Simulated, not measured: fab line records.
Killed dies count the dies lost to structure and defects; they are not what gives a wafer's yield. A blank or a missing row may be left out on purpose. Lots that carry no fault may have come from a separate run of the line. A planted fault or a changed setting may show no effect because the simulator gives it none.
Code-filled problem report in 8D (eight disciplines) form -- flow nandHarc -- the parts of the form that need people (team, actions taken, sign-off) are left out

1. PROBLEM STATEMENT
heaterPowerTotalW at NHARC_A_M1_SOFTBAKE_04 reads a mean of 222.47 W on 2 wafers of 2 lots; wafers without a fault read 188.45 W with a standard deviation of 0.13. That is +99 or more standard deviations from the usual mean.
The step: time 55 s.
First seen on wafer L425.6, day 22 03:00, on lithoTrack-01. At this step, 39 wafers from 13 lots have a number in the record. Rule for "out", or "out of limits": more than 4 standard deviations from the usual mean. Any other wafer with a number is counted as sound.

2. WHAT IT IS; WHAT IT IS NOT
question,is,is not
which readings at this step,heaterPowerTotalW,-
which lots,"L425, L430","L408, L409, L411, L412, L413, L414, L416, L418, L420, L421, L431"
which wafers of those lots,"L425.6, L430.3","L425.4, L425.5, L430.1, L430.4"
read on which tools,lithoTrack-01,"lithoTrack-04, lithoTrack-06"
when,from day 22 03:00,"up to then (32 sound wafers); but 5 sound wafers of L430, L431 came after"

3. THE SUSPECTS, EACH WITH WHAT RULES IT OUT
Counting: if a tool at a process step up to the reading ran every lot that is out, it stays a suspect. Sound lots after the first of them don't rule it out here, since some wafers of a struck lot are sound.
- lithoTrack-01 at NHARC_A_M1_SOFTBAKE_04 (time 55 s): kept. Every lot that is out went through it, the first being L425 (day 22 03:00); the last sound lot it ran before that was L418 (day 21 03:00). Its own readings are out on those wafers: heaterPowerTotalW.
Remaining after the count: lithoTrack-01 at NHARC_A_M1_SOFTBAKE_04.

4. THE CAUSE (what the simulator had put in)
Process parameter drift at NHARC_A_M1_SOFTBAKE_04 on lithoTrack-01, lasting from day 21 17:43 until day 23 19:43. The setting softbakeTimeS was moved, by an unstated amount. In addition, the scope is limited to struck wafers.
Only this tool survived the counting.

5. THE CHAIN OF EFFECTS, in route order
Each row: a reading whose mean over the struck wafers that have a number lies more than 3 standard deviations from the usual. Only readings whose record carries a usual standard deviation are examined. hours: median over the lots of the time between each lot's start at the first step of this table that gives one and its start at this step. sigmas: the change, counted in usual standard deviations.
hours,step,reading,usual,on struck wafers,change,sigmas
0,NHARC_A_M1_SOFTBAKE_04,heaterPowerTotalW,188.45 W,222.47,+34.02,+99 or more
Here are the process steps it includes:
- NHARC_A_M1_SOFTBAKE_04: time 55 s.
Later steps that measure or inspect, where all struck wafers having a row at the step show a number for every such reading and not one has moved that far: NHARC_END_SORT_01.

6. WHAT WOULD HAVE CAUGHT IT SOONER
In this record no reading fell out of limits until day 22 03:00, 9 hours after the fault had begun at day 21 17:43.
